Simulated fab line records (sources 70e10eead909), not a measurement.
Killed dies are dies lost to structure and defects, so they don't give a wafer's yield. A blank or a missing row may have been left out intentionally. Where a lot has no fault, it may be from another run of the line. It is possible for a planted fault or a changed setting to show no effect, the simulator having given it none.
Which tool is to blame? / flow nand-harc / 33 wafers from 11 lots sampled at 2 of the route's 1159 steps

== WHAT THE GAUGES READ, wafer by wafer ==
NHARC_A_ONON_D1_THK_MEAS_14: measures by ellipsometry.
lot=L075; measured=day 8 05:33; on=film-metro-02; thk-nm (nm)=1015 1015 1016
lot=L077; measured=day 8 05:26; on=film-metro-01; thk-nm (nm)=997 995 996
lot=L078; measured=day 8 16:59; on=film-metro-02; thk-nm (nm)=987 988 989
lot=L081; measured=day 9 00:56; on=film-metro-02; thk-nm (nm)=1026 1027 1026
lot=L083; measured=day 9 15:59; on=film-metro-02; thk-nm (nm)=1004 1004 1003
lot=L085; measured=day 10 10:35; on=film-metro-02; thk-nm (nm)=994 997 997
lot=L087; measured=day 10 22:23; on=film-metro-02; thk-nm (nm)=983 985 983
lot=L089; measured=day 11 08:20; on=film-metro-02; thk-nm (nm)=994 990 992
lot=L091; measured=day 11 16:56; on=film-metro-02; thk-nm (nm)=1004 1003 1003
lot=L093; measured=day 12 04:21; on=film-metro-02; thk-nm (nm)=992 992 993
lot=L097; measured=day 13 02:32; on=film-metro-02; thk-nm (nm)=991 990 990

== EACH LOT AND THE TOOL THAT RAN IT (in order: tool; ch and the chambers of the sampled wafers; start) ==
lot=L075; NHARC_P_BONDPAD_DEGAS_25=pvd-sputter-01, day 7 00:38
lot=L077; NHARC_P_BONDPAD_DEGAS_25=pvd-sputter-02, day 7 02:08
lot=L078; NHARC_P_BONDPAD_DEGAS_25=pvd-sputter-02, day 7 13:52
lot=L081; NHARC_P_BONDPAD_DEGAS_25=pvd-sputter-03, day 7 21:16
lot=L083; NHARC_P_BONDPAD_DEGAS_25=pvd-sputter-03, day 8 11:18
lot=L085; NHARC_P_BONDPAD_DEGAS_25=pvd-sputter-01, day 9 03:23
lot=L087; NHARC_P_BONDPAD_DEGAS_25=pvd-sputter-01, day 9 16:56
lot=L089; NHARC_P_BONDPAD_DEGAS_25=pvd-sputter-01, day 10 03:55
lot=L091; NHARC_P_BONDPAD_DEGAS_25=pvd-sputter-03, day 10 12:48
lot=L093; NHARC_P_BONDPAD_DEGAS_25=pvd-sputter-02, day 11 00:14
lot=L097; NHARC_P_BONDPAD_DEGAS_25=pvd-sputter-02, day 11 22:50
- NHARC_P_BONDPAD_DEGAS_25: time 60 s.

== THE ANSWER, worked out from the rows above alone ==
Rule: the lots themselves supply what counts as usual. Put in order of their means at a reading, lots are off if they are a third of the lots or fewer, leave a main group of 4 or more, and stand apart from it by a gap of 3 or more times the standard deviation of the main group's means; of several such gaps the widest counts. Not used: any main group whose means are identical at the precision the tables above print for the reading. A lot without any number at a reading at which 4 lots or more have one is off too. Any other lot the step has rows for is counted as sound.
No lot is off on any of the readings shown, so nothing can be concluded from this.

== WHAT HAD BEEN PUT IN BY THE SIMULATOR ==
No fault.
